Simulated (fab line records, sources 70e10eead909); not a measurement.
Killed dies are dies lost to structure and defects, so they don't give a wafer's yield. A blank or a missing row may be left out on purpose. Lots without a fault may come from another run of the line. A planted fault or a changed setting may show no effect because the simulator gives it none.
fab line records | flow nand_harc
record lots=13 wafers=39 last_day=33
route steps=1302 shown A_CONTACT@1017 END@1302
lots that met no fault: from a run of the same line without faults
start_h: hours from the record's first day to the start of the lot's first wafer shown | wait_h: hours since the lot's step before | " the same as in the row above | L1.1+2: a row that stands for several wafers | - no value, or no start given | * or withheld: withheld | < > ~ a bound
route shown NAME@n: a module of which the file shows steps, and the number in the route of the first | usual: mean/standard deviation of fault-free wafers | same: alike in all rows | chamber/n: place in a boat | sites: the reading at each site | _std_site: their standard deviation | _edge_site: outer sites' mean less inner sites' | radius_mm: how far each site lies from the wafer's centre | mask NAME#n: copy n | behind: the tool/chamber that last shaped the wafer | hold: why the lot was held/for how many hours/how that ended | device: the transistor (n, p or np) that didn't switch | end of line: the same wafers' tests at the end of the route | a step without rows: its recipe alone | killed: dies lost to structure and defects at the first sort, not the wafer's yield | map: a wafer's dies, x killed, . not, _ none there
set.NAME: the setting as run; set.NAME@STEP: as run at that earlier step | model.NAME: the simulator's own value behind a step, which no gauge read
steps of the route over a sample of lots; a table a step, a row a wafer
services: from which hour (start_h, from the record's first day; less than 0 if before it) a tool's chamber was out of use, for how many hours, and why
## steps
# step NHARC_A_CONTACT_ETCH_123
# recipe source_w=withheld pressure_mtorr=20 bias_v=400 time_s=490 target_depth_a=21100 ar_flow_sccm=withheld c4f8_flow_sccm=11.5 o2_flow_sccm=7.2 chemistry=C4F8/O2/Ar
# columns lot.wafer tool chamber start_h wait_h rf_hours_counter_h
L791.1 har_cap_etch-03 0 494.86 0.2 43
L791.4 " 1 " " -
L791.5 " 1 " " -
L794.2 har_cap_etch-01 0 535.22 0.2 4
L794.5 " 1 " " -
L794.6 " 0 " " -
L800.1 har_cap_etch-02 0 586.55 0.1 99
L800.4 " 0 " " -
L800.6 " 1 " " -
L801.2 har_cap_etch-01 1 592.15 0.2 13
L801.3 " 1 " " -
L801.6 " 0 " " -
L806.4 har_cap_etch-01 0 649.73 0.3 -
L806.3 " 1 " " -
L806.5 " 1 " " -
L808.1 har_cap_etch-02 0 656.65 0.2 113
L808.3 " 1 " " -
L808.4 " 0 " " -
L805.2 har_cap_etch-02 0 662.28 0.2 115
L805.3 " 1 " " -
L805.5 " 1 " " -
L811.1 har_cap_etch-01 0 683.28 0.2 28
L811.4 " 0 " " -
L811.5 " 0 " " -
L809.1 har_cap_etch-03 1 683.60 0.1 77
L809.2 " 0 " " 77
L809.5 " 0 " " -
L810.3 har_cap_etch-02 0 707.48 0.3 -
L810.5 " 1 " " -
L810.6 " 0 " " -
L813.1 har_cap_etch-03 1 711.94 0.2 80
L813.5 " 0 " " -
L813.6 " 1 " " -
L812.2 har_cap_etch-01 0 713.41 0.2 33
L812.5 " 1 " " -
L812.6 " 0 " " -
L814.1 har_cap_etch-01 0 723.92 0.1 36
L814.4 " 0 " " -
L814.5 " 1 " " -
# step NHARC_A_CONTACT_DEP_57
# recipe target_thk_a=53000 temp_c=400 material=aC
# usual throttle_valve_pct=35.000/0.0088
# columns lot.wafer tool chamber start_h wait_h throttle_valve_pct
L791.1 acl_dep-02 0 498.71 - 35.010
L791.4 " 0 500.33 - 35.003
L791.5 " 0 " " 34.999
L794.2 acl_dep-01 0 540.10 - 35.000
L794.5 " 0 541.70 - 35.005
L794.6 " 0 " " 34.991
L800.1 acl_dep-03 0 589.60 - 34.975
L800.4 " 0 591.19 - 34.993
L800.6 " 0 592.26 - 34.997
L801.2 acl_dep-03 0 596.19 - 35.005
L801.3 " 0 " " 34.997
L801.6 " 0 598.34 - 35.011
L806.3 acl_dep-01 0 654.21 - 34.998
L806.4 " 0 " " 35.002
L806.5 " 0 " " 35.001
L808.1 acl_dep-01 0 660.12 - 35.001
L808.3 " 0 661.19 - 34.987
L808.4 " 0 " " 35.006
L805.2 acl_dep-01 0 665.78 - 35.004
L805.3 " 0 " " 35.011
L805.5 " 0 667.38 - 34.991
L811.1 acl_dep-02 0 685.50 - 35.002
L811.4 " 0 687.11 - 34.995
L811.5 " 0 " " 35.004
L809.1 acl_dep-01 0 685.88 - 34.992
L809.2 " 0 " " 35.008
L809.5 " 0 688.03 - 35.007
L810.3 acl_dep-01 0 710.58 - 35.000
L810.5 " 0 711.67 - 34.996
L810.6 " 0 " " 35.001
L813.1 acl_dep-01 0 714.01 - 34.987
L813.5 " 0 716.14 - 35.009
L813.6 " 0 " " 34.999
L812.2 acl_dep-02 0 719.98 - 35.001
L812.5 " 0 721.61 - 34.988
L812.6 " 0 " " 34.999
L814.1 acl_dep-01 0 726.07 - 35.002
L814.4 " 0 727.68 - 34.991
L814.5 " 0 " " 35.014
# step NHARC_A_CONTACT_CD_MEAS_69
# recipe target_cd_nm=300 landing_energy_ev=500
# usual cd_nm=300.1/0.65
# columns lot.wafer tool chamber start_h wait_h cd_nm
L791.1 cd_sem-01 0 502.69 - 300.4
L791.4 " 0 " " 300.8
L791.5 " 0 " " 299.8
L794.2 cd_sem-01 0 543.67 - 301.4
L794.5 " 0 " " 300.6
L794.6 " 0 " " 300.7
L800.1 cd_sem-03 0 593.53 - 300.8
L800.4 " 0 " " 299.5
L800.6 " 0 " " 300.8
L801.2 cd_sem-02 0 599.63 - 299.7
L801.3 " 0 " " 298.9
L801.6 " 0 " " 299.1
L806.3 cd_sem-02 0 657.11 - 299.7
L806.4 " 0 " " 299.1
L806.5 " 0 " " 301.0
L808.1 cd_sem-01 0 664.08 - 300.7
L808.3 " 0 " " 300.2
L808.4 " 0 " " 300.8
L805.2 cd_sem-01 0 669.18 - 299.9
L805.3 " 0 " " 300.1
L805.5 " 0 " " 299.8
L811.1 cd_sem-01 0 689.33 - 300.1
L811.4 " 0 " " 300.8
L811.5 " 0 " " 299.9
L809.1 cd_sem-02 0 689.86 - 300.0
L809.2 " 0 " " 299.4
L809.5 " 0 " " 299.3
L810.3 cd_sem-01 0 713.51 - 300.0
L810.5 " 0 " " 300.0
L810.6 " 0 " " 299.8
L813.1 cd_sem-03 0 717.94 - 299.2
L813.5 " 0 " " 299.5
L813.6 " 0 " " 299.4
L812.2 cd_sem-02 0 723.45 - 300.1
L812.5 " 0 " " 300.5
L812.6 " 0 " " 300.3
L814.1 cd_sem-03 0 729.91 - 299.9
L814.4 " 0 " " 299.9
L814.5 " 0 " " 299.8
# step NHARC_A_CONTACT_ETCH_75
# recipe target_depth_a=390 over_etch_frac=0.3 time_s=65 ion_energy_ev=80 cf4_flow_sccm=150 ar_flow_sccm=0 rf_w=300 bias_w=100 chemistry=CF4
# usual bias_w=100.02/0.29 drypump_motor_current_A=5.7/0.59 oes_product_au=1.007/0.0096 rf_vpp_V=151.1/1.3 showerhead_plenum_p_Torr=1.75/0.09 throttle_valve_pct=13.284/0.0094
# columns lot.wafer tool chamber start_h wait_h bias_w drypump_motor_current_A oes_product_au rf_hours_counter_h rf_vpp_V showerhead_plenum_p_Torr throttle_valve_pct
L791.4 rie_diel-11 2 502.98 0.1 100.35 5.5 1.009 14 150.5 1.65 13.287
L791.1 " 3 " " 99.75 5.4 1.004 19 152.3 1.89 13.278
L791.5 " 0 " " 100.51 6.3 0.991 - 150.9 1.74 13.284
L794.2 rie_diel-01 0 543.94 0.1 100.03 6.0 1.004 24 150.1 1.68 13.280
L794.6 " 0 " " 99.82 6.0 1.005 - 151.2 1.68 13.298
L794.5 " 1 " " 100.00 4.9 0.994 - 153.6 1.90 13.282
L800.1 rie_diel-01 3 593.84 0.1 100.02 6.3 1.010 6 150.7 1.69 13.296
L800.4 " 0 " " 100.00 6.0 0.836 6 149.5 1.68 13.311
L800.6 " 3 " " 100.29 6.3 1.021 - 150.5 1.69 13.290
L801.3 rie_diel-01 3 599.90 0.1 100.09 6.3 1.010 8 150.8 1.69 13.271
L801.2 " 0 " " 99.85 6.0 0.840 8 149.3 1.68 13.283
L801.6 " 0 " " 99.46 6.0 0.840 - 149.5 1.68 13.285
L806.4 rie_diel-11 1 657.38 0.1 100.13 5.8 1.007 14 153.1 1.69 13.283
L806.3 " 2 " " 100.27 5.5 1.000 11 151.9 1.91 13.278
L806.5 " 1 " " 99.99 5.8 0.995 - 151.5 1.69 13.277
L808.4 rie_diel-01 0 664.82 0.6 99.91 6.0 1.020 18 150.1 1.67 13.274
L808.1 " 1 " " 100.32 5.0 1.009 17 153.7 1.89 13.284
L808.3 " 3 " " 100.37 6.3 1.020 18 150.6 1.69 13.275
L805.2 rie_diel-01 2 669.45 0.1 100.32 4.9 1.015 17 151.3 1.77 13.266
L805.3 " 0 " " 100.10 6.0 1.009 19 148.0 1.67 13.284
L805.5 " 3 " " 99.83 6.4 1.017 - 150.6 1.69 13.289
L811.1 rie_diel-01 2 689.60 0.1 100.12 4.9 1.021 21 151.3 1.77 13.283
L811.4 " 1 " " 100.24 4.9 1.023 21 152.5 1.89 13.283
L811.5 " 2 " " 99.88 4.9 1.014 - 151.2 1.77 13.297
L809.1 rie_diel-11 0 690.14 0.1 100.44 6.3 1.000 21 150.7 1.72 13.273
L809.2 " 2 " " 100.01 5.5 0.999 20 152.4 1.90 13.287
L809.5 " 3 " " 99.57 5.4 1.008 - 152.5 1.87 13.264
L810.3 rie_diel-05 1 713.80 0.1 100.23 5.3 1.006 34 149.0 1.67 13.282
L810.6 " 3 " " 100.14 5.8 1.014 - 150.8 1.65 13.293
L810.5 " 0 " " 100.11 6.7 0.995 - 151.1 1.65 13.272
L813.1 rie_diel-11 0 718.23 0.1 99.62 6.3 0.991 31 151.5 1.72 13.276
L813.6 " 1 " " 100.14 5.8 0.988 - 151.2 1.69 13.302
L813.5 " 2 " " 100.38 5.5 0.991 - 153.4 1.90 13.299
L812.2 rie_diel-01 0 723.74 0.1 100.63 6.0 1.006 28 151.1 1.67 13.281
L812.6 " 0 " " 100.02 6.0 1.005 - 150.1 1.67 13.288
L812.5 " 1 " " 99.64 4.9 0.998 - 150.5 1.89 13.276
L814.1 rie_diel-01 0 730.21 0.1 100.15 6.1 1.011 31 149.0 1.67 13.286
L814.4 " 3 " " 100.54 6.3 1.014 - 150.1 1.68 13.296
L814.5 " 0 " " 99.99 6.0 1.005 - 150.6 1.67 13.290
# step NHARC_END_SORT_01
# recipe temp_c=25
# usual killed_at_array=62/15 killed_at_other=0.8/1 killed_at_periphery=3.7/2.6 killed_dies=66/15 killed_open=3.1/1.8 killed_short=2.6/1.7
# same gross_dies=677
# columns lot.wafer tool chamber start_h wait_h killed_at_array killed_at_other killed_at_periphery killed_dies killed_open killed_short
L800.1 prober-01 0 655.26 2.5 56 0 0 56 1 5
L800.4 prober-01 0 657.64 3.4 377 0 3 380 7 2
L800.6 prober-01 0 659.23 4.0 60 0 2 62 3 2
L801.2 prober-02 0 660.38 2.8 384 0 3 387 3 2
L801.3 prober-02 0 661.18 3.1 49 1 6 56 2 2
L801.6 prober-02 0 663.59 4.0 350 0 7 357 2 5
# killed by level:class
L800.1 A_CHANNEL_HOLE_D1:chamber_film_flake=26 A_CHANNEL_HOLE_D2:chamber_film_flake=13 A_CONTACT:chamber_film_flake=6 A_M0:chamber_film_flake=3 A_CHANNEL_FILL_D1:geometric_particle:short=2 A_STAIRCASE:geometric_particle:open=1 A_WL_FILL:geometric_particle:short=1 A_CONTACT:geometric_particle:short=1
L800.4 A_CONTACT:area_etch=313 A_CHANNEL_HOLE_D1:chamber_film_flake=33 A_CHANNEL_HOLE_D2:chamber_film_flake=12 A_CONTACT:chamber_film_flake=8 A_M0:chamber_film_flake=3 A_CHANNEL_HOLE_D1:geometric_particle:open=2 A_CHANNEL_FILL_D2:geometric_particle:open=2 P_M0:geometric_particle:open=1
L800.6 A_CHANNEL_HOLE_D1:chamber_film_flake=26 A_CHANNEL_HOLE_D2:chamber_film_flake=16 A_M0:chamber_film_flake=5 A_CONTACT:chamber_film_flake=4 A_CHANNEL_FILL_D2:chamber_film_flake=3 A_WL_FILL:chamber_film_flake=2 P_CONTACT:geometric_particle:open=1 A_SOURCE_PLATE:geometric_particle:open=1
L801.2 A_CONTACT:area_etch=317 A_SLIT:chamber_film_flake=39 A_CHANNEL_HOLE_D2:chamber_film_flake=16 A_CHANNEL_HOLE_D1:chamber_film_flake=5 A_CONTACT:chamber_film_flake=3 P_M2:geometric_particle:short=1 A_ONON_D2:geometric_particle:open=1 A_SGD_CUT:geometric_particle:short=1
L801.3 A_SLIT:chamber_film_flake=28 A_CHANNEL_HOLE_D2:chamber_film_flake=9 A_CONTACT:chamber_film_flake=6 P_M2:chamber_film_flake=3 P_STI:chamber_film_flake=2 P_CONTACT:geometric_particle:open=1 A_ONON_D1:geometric_particle:open=1 A_BLC:geometric_particle:short=1
L801.6 A_CONTACT:area_etch=299 A_SLIT:chamber_film_flake=24 A_CHANNEL_HOLE_D2:chamber_film_flake=11 A_CHANNEL_HOLE_D1:chamber_film_flake=6 P_M2:chamber_film_flake=3 A_CONTACT:chamber_film_flake=3 P_STI:chamber_film_flake=2 A_STAIRCASE:chamber_film_flake=2
## services
# columns tool chamber start_h hours kind
acl_dep-03 - 481.93 13.0 pm
rie_diel-01 0 487.89 - clean
rie_diel-01 1 487.89 - clean
rie_diel-01 2 487.89 - clean
rie_diel-01 3 487.89 - clean
har_cap_etch-01 - 497.60 17.0 pm
rie_diel-01 0 512.39 - clean
rie_diel-01 1 512.39 - clean
rie_diel-01 2 512.39 - clean
rie_diel-01 3 512.39 - clean
har_cap_etch-02 - 533.86 0.5 repair
rie_diel-01 0 536.89 - clean
rie_diel-01 1 536.89 - clean
rie_diel-01 2 536.89 - clean
acl_dep-01 - 553.42 13.0 pm
rie_diel-01 - 557.82 9.0 pm
har_cap_etch-02 - 564.73 1.6 repair
rie_diel-11 2 580.32 2.7 repair
rie_diel-05 - 583.66 9.0 pm
rie_diel-11 - 610.70 9.0 pm
acl_dep-02 - 612.18 13.0 pm
rie_diel-05 0 624.22 17.4 repair
rie_diel-11 2 643.46 6.4 repair
acl_dep-03 - 663.42 13.0 pm
## key
first_sign step=NHARC_A_CONTACT_ETCH_75 reading=oes_product_au direction=down sigmas=17 usual=1.007 struck=0.839
effect step=NHARC_END_SORT_01 reading=killed_at_array direction=up sigmas=20 usual=62 struck=370
more_kills_born_at NHARC_A_CONTACT_ETCH_75@rie_diel-01=929
met_at NHARC_A_CONTACT_ETCH_75
struck_lots L800,L801
struck_wafers L800.4,L801.2,L801.6
tester_left_out L800,L801
not_acting_at NHARC_A_CONTACT_ETCH_123,NHARC_A_CONTACT_DEP_57,NHARC_A_CONTACT_CD_MEAS_69
onset_between 543.94 593.84
fault kind=process_parameter_drift tool=rie_diel-01 chamber=0 onset_h=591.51 steps=NHARC_A_CONTACT_ETCH_75 channel=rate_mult offset=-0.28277 shape=step end_h=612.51
# tester_left_out: of these lots the tester's yield and bins aren't shown, on N5 and GAA mostly nor the transistor test; their killed dies are dies lost to structure and defects alone, not to doping, threshold or leakage, so they don't give the yield
